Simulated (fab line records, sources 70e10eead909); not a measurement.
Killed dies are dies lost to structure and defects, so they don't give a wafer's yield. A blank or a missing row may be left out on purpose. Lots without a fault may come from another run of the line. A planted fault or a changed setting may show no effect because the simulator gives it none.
A struck lot beside a sound one | flow nand_harc | 14 steps out of a route of 1159
Sound: wafers L341.2, L341.5, L341.6. Struck: wafers L344.1, L344.2, L344.3. The cause comes at the end.
At each step with rows: each side's tool, then ch and its chambers, then its first start. Under that, the readings that differ: sound wafers | struck wafers | difference of the means | sigmas: that difference in standard deviations of wafers without a fault.
alike: readings whose means differ by less than 2 such deviations, and words and numbers that are the same on both sides. not compared: withheld readings, readings that some wafer has no value for, bounds like >300 that may hide the same value, and numbers for which the record gives no deviation and whose values overlap.
The two part at a step that has a row with sigmas, a row that says differs or no value, or rows on one side only. Numbers that don't overlap but have no deviation are shown without sigmas and don't part them. A reading that every wafer of one side lacks parts them only if that side has two wafers or more.

first, 9 steps without rows for these wafers: NHARC_P_ZERO_WELL_STRIP_15 (strips in SPM, time 900 s); NHARC_P_ZERO_WELL_DEHYDRATE_16 (time 120 s); NHARC_P_ZERO_WELL_HMDS_17 (time 30 s); NHARC_P_ZERO_WELL_COAT_18; NHARC_P_ZERO_WELL_SOFTBAKE_19 (time 95 s); NHARC_P_ZERO_WELL_EBR_20; NHARC_P_ZERO_WELL_EXPOSE_21 (exposes mask P NWELL, target cd 720 nm); NHARC_P_ZERO_WELL_PEB_22 (peb time 85 s); NHARC_P_ZERO_WELL_DEVELOP_23 (time 70 s).
NHARC_P_ZERO_WELL_CD_MEAS_24: target cd 720 nm.
  sound on cd_sem-02 ch 0, day 2 02:32; struck on cd_sem-02 ch 0, day 2 20:37
  alike: cd_nm
then, 1 step without rows for these wafers: NHARC_P_ZERO_WELL_HARDBAKE_25 (time 80 s).
NHARC_P_ZERO_WELL_DESCUM_26: chemistry O2, time 3 s.
  sound on rie_diel-01 ch 0,1,3, day 2 02:44; struck on rie_diel-01 ch 0,2,3, day 2 20:47
  alike: chamber_pressure_mTorr, drypump_motor_current_A, oes_product_au, rf_vpp_V, showerhead_plenum_p_Torr, throttle_valve_pct
  not compared: rf_hours_counter_h
NHARC_P_ZERO_WELL_IMPLANT_27:
  sound on implanter-02 ch 0, day 2 02:53; struck on implanter-01 ch 0, day 2 21:20
  alike: faraday_current_uA
then, 1 step without rows for these wafers: NHARC_P_ZERO_WELL_IMPLANT_57.

WHERE THEY PART
Nowhere in this record.

WHY: what the simulator had put in
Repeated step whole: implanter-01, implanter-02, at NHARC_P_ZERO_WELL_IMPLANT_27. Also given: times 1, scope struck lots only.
